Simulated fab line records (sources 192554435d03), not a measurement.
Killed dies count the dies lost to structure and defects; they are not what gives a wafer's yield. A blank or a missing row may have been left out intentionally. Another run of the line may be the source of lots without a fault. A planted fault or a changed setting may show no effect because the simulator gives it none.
Chamber matching	flow n5_finfet	4 sister chambers for N5_MOL_CONTACT_COAG_STRIP_96 on rie_diel-02
The step strips in N2/H2. 4 wafers are shown with their chamber, then 12 later ones without.

WAFERS, EACH WITH ITS CHAMBER
wafer	chamber	showerhead_plenum_p_Torr (Torr)
L079.2	3	3.40
L083.3	0	3.38
L087.5	2	3.51
L087.6	1	3.55

WAFERS WITHOUT THEIR CHAMBER
wafer	showerhead_plenum_p_Torr (Torr)
L088.3	3.39
L088.4	3.51
L088.5	3.39
L089.1	3.39
L089.3	3.51
L089.6	3.55
L090.1	3.39
L090.2	3.38
L090.3	3.54
L092.1	3.37
L092.3	3.38
L092.4	3.50

THE CHAMBER EACH PASSED THROUGH
wafer	from the rows above	in truth
L088.3	can't be placed: 3 or 0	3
L088.4	2	2
L088.5	can't be placed: 3 or 0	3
L089.1	can't be placed: 3 or 0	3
L089.3	2	2
L089.6	1	1
L090.1	can't be placed: 3 or 0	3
L090.2	0	0
L090.3	1	1
L092.1	0	0
L092.3	0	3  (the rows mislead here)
L092.4	2	2
7 of 12 placed correctly. Cannot be placed on the basis of these rows: 4; the candidates contain the true chamber in 4. Placed wrongly: 1.
How it was worked out, from the rows above alone: a wafer's distance from a chamber is the root of the sum, over the readings, of the square of ((its reading less the chamber's mean) divided by the reading's scatter). The wafer belongs to the nearest chamber; if the next one is less than 2 further off, it can't be placed. For every chamber, the mean is computed from those of its wafers that are shown. The scatter: root of mean squared gap, hidden wafer to nearest shown wafer, with one shown wafer a chamber.
